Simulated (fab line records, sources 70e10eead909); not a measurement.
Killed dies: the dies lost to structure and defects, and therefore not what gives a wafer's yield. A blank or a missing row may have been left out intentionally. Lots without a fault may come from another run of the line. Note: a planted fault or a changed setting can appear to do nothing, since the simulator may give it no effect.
Code-filled problem report in 8D (eight disciplines) form | flow nandHarc | the parts of the form that need people (team, actions taken, sign-off) are left out

## 1. THE ISSUE
Mean of rawDefectCount at NHARC_A_CONTACT_INSPECT_44: 1330 across 6 wafers in 2 lots; on wafers with no fault it is 26 (standard deviation 12). So: +99 or more standard deviations from the usual mean.
First observed at day 18 06:54: wafer L665.2, on defectInspect-02. The record has a number at this step for 39 wafers belonging to 13 lots. The rule behind "out" and "out of limits": a value lying over 4 standard deviations away from the usual mean. The other wafers with a number count as sound.

## 2. WHAT IT IS, WHAT IT ISN'T
question                    | is                     | is not
which readings at this step | rawDefectCount         | -
which lots                  | L665, L668             | L659, L660, L661, L666, L673, L675, L676, L678, L680, L681, L682
which wafers of those lots  | all that have a number | -
read on which gauges        | defectInspect-02       | defectInspect-01
when                        | from day 18 06:54      | up to then (12 sound wafers); but 21 sound wafers of L673, L675, L676, L678, L680, L681, L682 came after

## 3. WHAT RULES OUT EACH SUSPECT
Counting: a tool at any process step up to the reading remains a suspect when it ran all the lots that are out and ran no sound lot after the first of those.
- the gauge at NHARC_A_CONTACT_INSPECT_44 has been ruled out. All the wafers that are out were read on defectInspect-02, but those of them that NHARC_END_SORT_01 has rows for are out there too, on other tools.
- aclDep-01 at NHARC_A_CONTACT_DEP_28 (deposits aC, target thk 3600 nm): kept. It ran every lot that is out, first L665 (day 18 04:20), and no sound lot after that.
Remaining after the count: aclDep-01 at NHARC_A_CONTACT_DEP_28.

## 4. THE CAUSE (what the simulator had put in)
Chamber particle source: aclDep-01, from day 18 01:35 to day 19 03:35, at NHARC_A_CONTACT_DEP_28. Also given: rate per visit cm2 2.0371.
Only this tool survived the counting.

## 5. SEQUENCE OF EFFECTS, ordered by route
Rows list readings where the struck wafers' mean (over those with a number) sits beyond 3 standard deviations from the usual. Only readings for which the record gives a usual standard deviation are gone through. hours: the time from each lot's start at the first step in this table that gives one to its start at this step, as a median over the lots. sigmas: the change in usual standard deviations.
hours | step                       | reading        | usual | on struck wafers | change | sigmas
0     | NHARC_A_CONTACT_INSPECT_44 | rawDefectCount | 26    | 1330             | +1304  | +99 or more
74    | NHARC_END_SORT_01          | killedAtArray  | 28    | 119              | +91    | +9.1
74    | NHARC_END_SORT_01          | killedDies     | 32    | 123              | +91    | +8.3

## 6. WHAT WOULD HAVE CAUGHT IT SOONER
5 hours passed between the start of the fault at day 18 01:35 and the first reading out of limits at a measuring or inspecting step in this record, taken at day 18 06:54.
Of the tool readings at NHARC_A_CONTACT_DEP_28 for which the record gives a usual standard deviation, none was out on any struck wafer, so an alarm limit of 4 standard deviations on them would not have fired.
Among the 2 lots that are out, L668 began NHARC_A_CONTACT_DEP_28 on aclDep-01 after day 18 06:54. Had the tool been put on hold then, it would have been spared.
